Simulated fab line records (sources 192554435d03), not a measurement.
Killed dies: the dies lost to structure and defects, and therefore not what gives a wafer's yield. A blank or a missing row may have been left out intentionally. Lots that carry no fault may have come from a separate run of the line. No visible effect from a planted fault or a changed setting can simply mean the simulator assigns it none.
Matching of chambers || flow n5Finfet || pecvd-04 running N5_BEOL_M5_ILD_DEP_00: 3 sister chambers
The step deposits SiCOH lowk from DEMS/porogen, target thk 140.64 nm, time 25.9 s. 3 wafers are shown with their chamber, then 7 later ones without.

== WAFERS, EACH WITH ITS CHAMBER ==
{"wafer": "L090.6", "chamber": 0, "throttleValvePct (%)": 13.2}
{"wafer": "L092.1", "chamber": 1, "throttleValvePct (%)": 13.8}
{"wafer": "L092.2", "chamber": 2, "throttleValvePct (%)": 13.8}

== WAFERS WHOSE CHAMBER IS MISSING ==
{"wafer": "L092.3", "throttleValvePct (%)": 12.9}
{"wafer": "L094.1", "throttleValvePct (%)": 13.7}
{"wafer": "L094.4", "throttleValvePct (%)": 12.9}
{"wafer": "L094.5", "throttleValvePct (%)": 13.9}
{"wafer": "L097.3", "throttleValvePct (%)": 12.9}
{"wafer": "L097.4", "throttleValvePct (%)": 14.2}
{"wafer": "L097.5", "throttleValvePct (%)": 14.0}

== CHAMBER TAKEN BY EACH ==
{"wafer": "L092.3", "from the rows above": 0, "in truth": 0}
{"wafer": "L094.1", "from the rows above": "can't be placed: 1 or 2 or 0", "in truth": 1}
{"wafer": "L094.4", "from the rows above": 0, "in truth": 0}
{"wafer": "L094.5", "from the rows above": "can't be placed: 1 or 2", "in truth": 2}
{"wafer": "L097.3", "from the rows above": 0, "in truth": 0}
{"wafer": "L097.4", "from the rows above": "can't be placed: 1 or 2", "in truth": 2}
{"wafer": "L097.5", "from the rows above": "can't be placed: 1 or 2", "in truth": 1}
3 of 7 placed correctly. These rows do not allow placing 4 (true chamber among the candidates in 4). Wrongly placed: 0.
How it was worked out, from the rows above alone: a wafer's distance from a chamber is the root of the sum, over the readings, of the square of ((its reading less the chamber's mean) divided by the reading's scatter). The wafer belongs to the nearest chamber; if the next one is less than 2 further off, it can't be placed. A chamber's mean is the mean of its shown wafers. The scatter: with one shown wafer a chamber, the root of the mean of the squares of how far each hidden wafer lies from its nearest shown one.
